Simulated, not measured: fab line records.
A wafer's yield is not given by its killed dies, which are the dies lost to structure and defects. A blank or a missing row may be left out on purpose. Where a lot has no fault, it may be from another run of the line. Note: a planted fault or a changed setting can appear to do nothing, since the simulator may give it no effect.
Chamber matching    flow n5Finfet    uvCure-01 running N5_BEOL_M7_CURE_75: 3 sister chambers
The step cures SiCOH lowk, time 120 s. 16 wafers are shown with their chamber, then 8 later ones without.

## WAFERS, EACH WITH ITS CHAMBER
wafer   chamber  wafer_temp_C_max  lampPowerPct (%)
L362.2  2        371.4             52.27
L362.3  2        371.2             52.32
L362.6  2        371.2             52.35
L370.2  2        371.8             52.22
L370.4  2        371.1             52.34
L370.5  2        371.1             52.40
L371.1  1        371.3             52.27
L371.5  1        371.0             52.33
L371.6  1        371.0             52.25
L373.1  0        371.0             52.32
L373.5  0        371.1             52.38
L373.6  0        370.7             52.32
L380.1  0        371.6             52.30
L380.2  0        371.3             52.31
L380.5  0        370.8             52.34
L378.2  1        370.7             52.37

SIGNATURES (averages over the wafers above)
reading           chamber 0  chamber 1  chamber 2  scatter within a chamber
wafer_temp_C_max  371.083    371.000    371.300    0.289
lampPowerPct      52.3283    52.3050    52.3167    0.0506
Rule: for each reading, subtract the chamber's mean from the wafer's reading, divide by that reading's scatter and square the result; add these up over the readings and take the root, which gives the wafer's distance from the chamber. The wafer belongs to the nearest chamber; if the next one is less than 2 further off, it can't be placed. The scatter is the square root of a quotient: the sum, over the shown wafers, of each reading's squared deviation from its chamber's mean, divided by wafers minus chambers.

## WAFERS WITHOUT THEIR CHAMBER
wafer   wafer_temp_C_max  lampPowerPct (%)
L378.3  370.9             52.25
L378.5  370.9             52.37
L382.1  371.3             52.35
L382.3  371.7             52.25
L382.5  372.3             52.28
L383.1  371.3             52.28
L383.3  371.5             52.32
L383.5  371.7             52.38

## WHICH CHAMBER EACH WENT THROUGH
wafer   from the rows above           in truth
L378.3  can't be placed: 1 or 0 or 2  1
L378.5  can't be placed: 0 or 1 or 2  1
L382.1  can't be placed: 2 or 0 or 1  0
L382.3  can't be placed: 2 or 0 or 1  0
L382.5  can't be placed: 2 or 0 or 1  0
L383.1  can't be placed: 2 or 1 or 0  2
L383.3  can't be placed: 2 or 0 or 1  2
L383.5  can't be placed: 2 or 0 or 1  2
Correct placement for 0 of the 8. Not placeable from these rows: 8 (in 8, the candidates include the true chamber). Number placed wrongly: 0.
